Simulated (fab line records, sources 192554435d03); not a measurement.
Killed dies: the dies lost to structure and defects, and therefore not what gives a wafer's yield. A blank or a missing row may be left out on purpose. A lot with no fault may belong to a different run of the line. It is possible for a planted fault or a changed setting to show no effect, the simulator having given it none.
Which tool was responsible? :: flow n5Finfet :: 27 wafers from 9 lots sampled at 6 of the route's 1938 steps

WHAT EACH GAUGE READ, for each wafer
N5_DUMMY_GATE_CD_MEAS_50: target cd 14 nm. Usual: cdNm 14.0 nm, standard deviation 0.3.
lot: L503
measured: day 3 07:36
on: cdSem-02
cdNm (nm): 13.6 13.9 13.6
flag: 

lot: L506
measured: day 3 21:55
on: cdSem-01
cdNm (nm): 14.2 14.3 13.8
flag: 

lot: L509
measured: day 4 19:41
on: cdSem-02
cdNm (nm): 14.3 14.0 14.5
flag: 

lot: L511
measured: day 5 05:59
on: cdSem-02
cdNm (nm): 13.9 14.7 14.3
flag: 

lot: L519
measured: day 7 06:34
on: cdSem-02
cdNm (nm): 13.8 13.9 14.0
flag: 

lot: L521
measured: day 7 17:37
on: cdSem-03
cdNm (nm): 14.6 14.2 14.2
flag: 

lot: L523
measured: day 8 05:20
on: cdSem-01
cdNm (nm): 13.8 14.1 14.2
flag: 

lot: L524
measured: day 8 10:29
on: cdSem-03
cdNm (nm): 14.3 13.8 13.8
flag: 

lot: L525
measured: day 8 16:50
on: cdSem-02
cdNm (nm): 13.9 13.8 13.6
flag: 

N5_DUMMY_GATE_INSPECT_27: inspects for defects (brightfield). Usual: rawDefectCount 287, standard deviation 74.
lot: L503
measured: day 3 08:23
on: defectInspect-02
rawDefectCount: 384 355 382
flag: 

lot: L506
measured: day 3 22:41
on: defectInspect-02
rawDefectCount: 426 383 366
flag: 

lot: L509
measured: day 4 20:44
on: defectInspect-02
rawDefectCount: 367 359 404
flag: 

lot: L511
measured: day 5 06:46
on: defectInspect-01
rawDefectCount: 249 421 288
flag: 

lot: L519
measured: day 7 07:22
on: defectInspect-02
rawDefectCount: 334 252 380
flag: 

lot: L521
measured: day 7 18:29
on: defectInspect-02
rawDefectCount: 292 373 394
flag: 

lot: L523
measured: day 8 06:07
on: defectInspect-01
rawDefectCount: 225 345 218
flag: 

lot: L524
measured: day 8 11:19
on: defectInspect-02
rawDefectCount: 391 331 282
flag: 

lot: L525
measured: day 8 17:53
on: defectInspect-02
rawDefectCount: 275 204 282
flag: 

N5_BEOL_M4_RC_MEAS_101. Usual: DIBL_N 36.3 mV/V, standard deviation 1.2; DIBL_P 36.1 mV/V, standard deviation 1.6; IOFF_N 0.161 nA/um, standard deviation 0.023; IOFF_P 0.209 nA/um, standard deviation 0.027; ION_N 676 uA/um, standard deviation 8.9; ION_P 462 uA/um, standard deviation 5.3; SS_N 71.5 mV/dec, standard deviation 0.51; SS_P 73.2 mV/dec, standard deviation 0.5; VT_N 249.1 mV, standard deviation 2.5; VT_P -249.9 mV, standard deviation 2.8.
lot: L503
measured: day 8 08:17
on: prober-01
DIBL_N (mV/V): 36.1 35.8 37.7
DIBL_P (mV/V): 35.6 36.2 38.1
IOFF_N (nA/um): 0.155 0.145 0.185
IOFF_P (nA/um): 0.203 0.211 0.249
ION_N (uA/um): 683 671 689
ION_P (uA/um): 462 461 471
SS_N (mV/dec): 71.5 70.9 71.6
SS_P (mV/dec): 72.9 72.7 73.9
VT_N (mV): 248.2 248.5 246.0
VT_P (mV): -249.9 -250.4 -247.5
flag: 

lot: L506
measured: day 8 17:25
on: prober-02
DIBL_N (mV/V): 35.5 34.8 36.0
DIBL_P (mV/V): 34.7 33.8 35.1
IOFF_N (nA/um): 0.126 0.121 0.137
IOFF_P (nA/um): 0.169 0.164 0.182
ION_N (uA/um): 658 664 672
ION_P (uA/um): 450 457 459
SS_N (mV/dec): 70.6 69.9 70.4
SS_P (mV/dec): 72.4 72.7 72.3
VT_N (mV): 250.9 252.8 252.8
VT_P (mV): -255.3 -255.6 -254.5
flag: 

lot: L509
measured: day 9 19:53
on: prober-01
DIBL_N (mV/V): 34.3 35.1 35.0
DIBL_P (mV/V): 34.7 35.5 35.4
IOFF_N (nA/um): 0.129 0.140 0.140
IOFF_P (nA/um): 0.158 0.175 0.171
ION_N (uA/um): 664 679 663
ION_P (uA/um): 450 461 454
SS_N (mV/dec): 71.2 71.3 71.4
SS_P (mV/dec): 73.6 73.3 73.3
VT_N (mV): 252.9 248.6 249.8
VT_P (mV): -256.2 -252.5 -253.8
flag: 

lot: L511
measured: day 9 20:49
on: prober-01
DIBL_N (mV/V): 33.8 35.2 34.6
DIBL_P (mV/V): 34.7 36.6 35.9
IOFF_N (nA/um): 0.146 0.172 0.155
IOFF_P (nA/um): 0.179 0.209 0.190
ION_N (uA/um): 678 687 675
ION_P (uA/um): 463 463 458
SS_N (mV/dec): 72.2 71.7 71.3
SS_P (mV/dec): 72.4 73.4 72.8
VT_N (mV): 247.6 244.4 248.9
VT_P (mV): -253.7 -249.4 -251.1
flag: 

lot: L519
measured: day 12 04:41
on: prober-02
DIBL_N (mV/V): 37.3 37.7 35.5
DIBL_P (mV/V): 39.7 39.0 36.3
IOFF_N (nA/um): 0.196 0.200 0.151
IOFF_P (nA/um): 0.241 0.229 0.188
ION_N (uA/um): 692 687 678
ION_P (uA/um): 468 466 464
SS_N (mV/dec): 71.8 72.1 71.4
SS_P (mV/dec): 73.2 74.0 73.0
VT_N (mV): 245.1 247.1 249.1
VT_P (mV): -249.5 -250.1 -253.0
flag: 

lot: L521
measured: day 12 14:46
on: prober-01
DIBL_N (mV/V): 36.1 35.7 36.0
DIBL_P (mV/V): 35.0 34.4 35.0
IOFF_N (nA/um): 0.166 0.149 0.155
IOFF_P (nA/um): 0.211 0.200 0.201
ION_N (uA/um): 678 675 680
ION_P (uA/um): 459 460 468
SS_N (mV/dec): 71.1 71.5 71.2
SS_P (mV/dec): 72.2 72.8 72.9
VT_N (mV): 248.8 249.9 250.0
VT_P (mV): -248.8 -248.3 -248.5
flag: 

lot: L523
measured: day 12 20:45
on: prober-02
DIBL_N (mV/V): 34.3 35.8 36.0
DIBL_P (mV/V): 35.7 36.9 37.6
IOFF_N (nA/um): 0.117 0.135 0.138
IOFF_P (nA/um): 0.192 0.214 0.222
ION_N (uA/um): 663 666 673
ION_P (uA/um): 461 463 467
SS_N (mV/dec): 71.9 71.0 71.6
SS_P (mV/dec): 72.9 73.7 73.1
VT_N (mV): 254.1 254.6 254.9
VT_P (mV): -252.3 -249.9 -250.0
flag: 

lot: L524
measured: day 13 06:17
on: prober-01
DIBL_N (mV/V): 35.6 36.1 36.0
DIBL_P (mV/V): 36.5 37.8 37.2
IOFF_N (nA/um): 0.161 0.182 0.166
IOFF_P (nA/um): 0.215 0.238 0.222
ION_N (uA/um): 666 681 677
ION_P (uA/um): 461 461 462
SS_N (mV/dec): 71.9 71.8 72.7
SS_P (mV/dec): 73.0 73.9 73.7
VT_N (mV): 249.0 246.7 248.1
VT_P (mV): -250.2 -247.1 -251.9
flag: 

lot: L525
measured: day 13 22:22
on: prober-01
DIBL_N (mV/V): 37.1 36.0 35.0
DIBL_P (mV/V): 36.4 35.6 34.3
IOFF_N (nA/um): 0.166 0.143 0.132
IOFF_P (nA/um): 0.217 0.202 0.178
ION_N (uA/um): 679 674 662
ION_P (uA/um): 465 463 457
SS_N (mV/dec): 71.8 71.9 71.6
SS_P (mV/dec): 73.3 73.1 73.4
VT_N (mV): 250.1 250.6 251.1
VT_P (mV): -246.2 -248.4 -248.6
flag: 

WHICH TOOL RAN EACH LOT (tool, then ch and the chambers of the sampled wafers, then the start)
lot: L503
N5_SPACER0_ALD_08: aldSin-03 ch 1,3, day 3 10:25
N5_SD_EPI_N_COAT_33: lithoTrack-03 ch 0, day 3 10:36
N5_SD_EPI_N_ETCH_34: rieDiel-01 ch 0,2, day 3 11:05

lot: L506
N5_SPACER0_ALD_08: aldSin-04 ch 2,3, day 3 23:08
N5_SD_EPI_N_COAT_33: lithoTrack-04 ch 0, day 3 23:20
N5_SD_EPI_N_ETCH_34: rieDiel-05 ch 0,2, day 3 23:49

lot: L509
N5_SPACER0_ALD_08: aldSin-03 ch 0,1,3, day 4 23:29
N5_SD_EPI_N_COAT_33: lithoTrack-04 ch 0, day 4 23:41
N5_SD_EPI_N_ETCH_34: rieDiel-05 ch 1,2,3, day 5 00:20

lot: L511
N5_SPACER0_ALD_08: aldSin-04 ch 2,3, day 5 07:13
N5_SD_EPI_N_COAT_33: lithoTrack-04 ch 0, day 5 07:25
N5_SD_EPI_N_ETCH_34: rieDiel-04 ch 0,2, day 5 08:04

lot: L519
N5_SPACER0_ALD_08: aldSin-02 ch 0,2,3, day 7 07:49
N5_SD_EPI_N_COAT_33: lithoTrack-03 ch 0, day 7 08:00
N5_SD_EPI_N_ETCH_34: rieDiel-05 ch 0,1,2, day 7 08:41

lot: L521
N5_SPACER0_ALD_08: aldSin-03 ch 1,2,3, day 7 18:56
N5_SD_EPI_N_COAT_33: lithoTrack-02 ch 0, day 7 19:07
N5_SD_EPI_N_ETCH_34: rieDiel-04 ch 0, day 7 19:31

lot: L523
N5_SPACER0_ALD_08: aldSin-03 ch 2,3, day 8 06:34
N5_SD_EPI_N_COAT_33: lithoTrack-04 ch 0, day 8 06:46
N5_SD_EPI_N_ETCH_34: rieDiel-04 ch 1,3, day 8 07:47

lot: L524
N5_SPACER0_ALD_08: aldSin-03 ch 0,1,3, day 8 12:51
N5_SD_EPI_N_COAT_33: lithoTrack-04 ch 0, day 8 13:02
N5_SD_EPI_N_ETCH_34: rieDiel-04 ch 0,1, day 8 13:46

lot: L525
N5_SPACER0_ALD_08: aldSin-02 ch 0,2, day 8 23:10
N5_SD_EPI_N_COAT_33: lithoTrack-03 ch 0, day 8 23:21
N5_SD_EPI_N_ETCH_34: rieDiel-04 ch 0,3, day 8 23:43
- N5_SPACER0_ALD_08: deposits SiNx, target thk 2 nm.
- N5_SD_EPI_N_COAT_33: time 60 s, resist thk 35 nm.
- N5_SD_EPI_N_ETCH_34: etches SiARC in CF4, target depth 45.5 nm, time 75.8 s.

WHAT THE TOOLS THEMSELVES READ (means of the sampled wafers that have a number; where no wafer has one, the mark that the record gives instead)
N5_SPACER0_ALD_08. Usual: heaterPowerOuterW 520 W, standard deviation 54; heaterPowerW 847 W, standard deviation 70.
lot: L503
tool: aldSin-03
heaterPowerOuterW (W): 592
heaterPowerW (W): 945
flag: 

lot: L506
tool: aldSin-04
heaterPowerOuterW (W): 528
heaterPowerW (W): 812
flag: 

lot: L509
tool: aldSin-03
heaterPowerOuterW (W): 539
heaterPowerW (W): 868
flag: 

lot: L511
tool: aldSin-04
heaterPowerOuterW (W): 484
heaterPowerW (W): 802
flag: 

lot: L519
tool: aldSin-02
heaterPowerOuterW (W): 502
heaterPowerW (W): 829
flag: 

lot: L521
tool: aldSin-03
heaterPowerOuterW (W): 573
heaterPowerW (W): 915
flag: 

lot: L523
tool: aldSin-03
heaterPowerOuterW (W): 578
heaterPowerW (W): 968
flag: 

lot: L524
tool: aldSin-03
heaterPowerOuterW (W): 539
heaterPowerW (W): 882
flag: 

lot: L525
tool: aldSin-02
heaterPowerOuterW (W): 526
heaterPowerW (W): 859
flag: 

N5_SD_EPI_N_COAT_33. Usual: chillPlateTempC 22.98 C, standard deviation 0.11; heaterPowerTotalW 427.6 W, standard deviation 2.2; spinSpeedRpm 1500.1 rpm, standard deviation 0.94.
lot: L503
tool: lithoTrack-03
chillPlateTempC (C): 23.03
heaterPowerTotalW (W): 427.8
spinSpeedRpm (rpm): 1500.1
flag: 

lot: L506
tool: lithoTrack-04
chillPlateTempC (C): 22.85
heaterPowerTotalW (W): 427.1
spinSpeedRpm (rpm): 1499.8
flag: 

lot: L509
tool: lithoTrack-04
chillPlateTempC (C): 23.03
heaterPowerTotalW (W): 428.1
spinSpeedRpm (rpm): 1691.8
flag: OFF

lot: L511
tool: lithoTrack-04
chillPlateTempC (C): 23.08
heaterPowerTotalW (W): 428.0
spinSpeedRpm (rpm): 1693.0
flag: OFF

lot: L519
tool: lithoTrack-03
chillPlateTempC (C): 22.88
heaterPowerTotalW (W): 428.4
spinSpeedRpm (rpm): 1500.6
flag: 

lot: L521
tool: lithoTrack-02
chillPlateTempC (C): 23.06
heaterPowerTotalW (W): 426.1
spinSpeedRpm (rpm): 1499.6
flag: 

lot: L523
tool: lithoTrack-04
chillPlateTempC (C): 22.89
heaterPowerTotalW (W): 428.6
spinSpeedRpm (rpm): 1500.5
flag: 

lot: L524
tool: lithoTrack-04
chillPlateTempC (C): 22.96
heaterPowerTotalW (W): 429.3
spinSpeedRpm (rpm): 1500.4
flag: 

lot: L525
tool: lithoTrack-03
chillPlateTempC (C): 23.08
heaterPowerTotalW (W): 427.1
spinSpeedRpm (rpm): 1499.7
flag: 

N5_SD_EPI_N_ETCH_34. Usual: drypumpMotorCurrentA 6.0 A, standard deviation 0.49; etchRfOnTimeS 76.4 s, standard deviation 0.99; oesProductAu 0.66 a.u., standard deviation 0.057; rfVppV 184.2 V, standard deviation 1.2; showerheadPlenumPTorr 2.15 Torr, standard deviation 0.07; throttleValvePct 15.59 %, standard deviation 0.14.
lot: L503
tool: rieDiel-01
drypumpMotorCurrentA (A): 6.2
etchRfOnTimeS (s): 75.6
oesProductAu (a.u.): 0.68
rfVppV (V): 184.4
showerheadPlenumPTorr (Torr): 2.16
throttleValvePct (%): 15.67
flag: 

lot: L506
tool: rieDiel-05
drypumpMotorCurrentA (A): 5.9
etchRfOnTimeS (s): 76.9
oesProductAu (a.u.): 0.73
rfVppV (V): 183.9
showerheadPlenumPTorr (Torr): 2.11
throttleValvePct (%): 15.43
flag: 

lot: L509
tool: rieDiel-05
drypumpMotorCurrentA (A): 6.1
etchRfOnTimeS (s): 72.0
oesProductAu (a.u.): 0.66
rfVppV (V): 185.2
showerheadPlenumPTorr (Torr): 2.20
throttleValvePct (%): 15.65
flag: OFF

lot: L511
tool: rieDiel-04
drypumpMotorCurrentA (A): 6.3
etchRfOnTimeS (s): 71.9
oesProductAu (a.u.): 0.60
rfVppV (V): 183.2
showerheadPlenumPTorr (Torr): 2.10
throttleValvePct (%): 15.46
flag: OFF

lot: L519
tool: rieDiel-05
drypumpMotorCurrentA (A): 6.2
etchRfOnTimeS (s): 77.7
oesProductAu (a.u.): 0.65
rfVppV (V): 183.5
showerheadPlenumPTorr (Torr): 2.14
throttleValvePct (%): 15.60
flag: 

lot: L521
tool: rieDiel-04
drypumpMotorCurrentA (A): 6.6
etchRfOnTimeS (s): 76.9
oesProductAu (a.u.): 0.60
rfVppV (V): 182.8
showerheadPlenumPTorr (Torr): 2.03
throttleValvePct (%): 15.49
flag: 

lot: L523
tool: rieDiel-04
drypumpMotorCurrentA (A): 5.6
etchRfOnTimeS (s): 75.9
oesProductAu (a.u.): 0.63
rfVppV (V): 185.5
showerheadPlenumPTorr (Torr): 2.19
throttleValvePct (%): 15.57
flag: 

lot: L524
tool: rieDiel-04
drypumpMotorCurrentA (A): 6.3
etchRfOnTimeS (s): 75.8
oesProductAu (a.u.): 0.62
rfVppV (V): 183.2
showerheadPlenumPTorr (Torr): 2.07
throttleValvePct (%): 15.62
flag: 

lot: L525
tool: rieDiel-04
drypumpMotorCurrentA (A): 6.0
etchRfOnTimeS (s): 76.6
oesProductAu (a.u.): 0.60
rfVppV (V): 184.4
showerheadPlenumPTorr (Torr): 2.15
throttleValvePct (%): 15.46
flag: 

THE ANSWER, worked out from the rows above alone
Rule: take the mean of a lot's wafers that have a number; if it is more than 3 standard deviations from the usual mean, the lot is off. A lot without any number at a reading at which 4 lots or more have one is off too. All remaining lots with rows at the step are treated as sound. First the gauges in route order, then the tools' own readings, where a lot's mean is used as printed above. At the first step where some lot is off, the reading lying furthest off is the one used; lots without a number count as furthest.
Off: L509, L511 (N5_SD_EPI_N_COAT_33, spinSpeedRpm).
If a tool, at that step or one of the process steps before it, ran each lot that is off and ran no sound lot following the first of them, it fits. Not one of the candidates tried fits.

WHAT THE SIMULATOR HAD PUT IN
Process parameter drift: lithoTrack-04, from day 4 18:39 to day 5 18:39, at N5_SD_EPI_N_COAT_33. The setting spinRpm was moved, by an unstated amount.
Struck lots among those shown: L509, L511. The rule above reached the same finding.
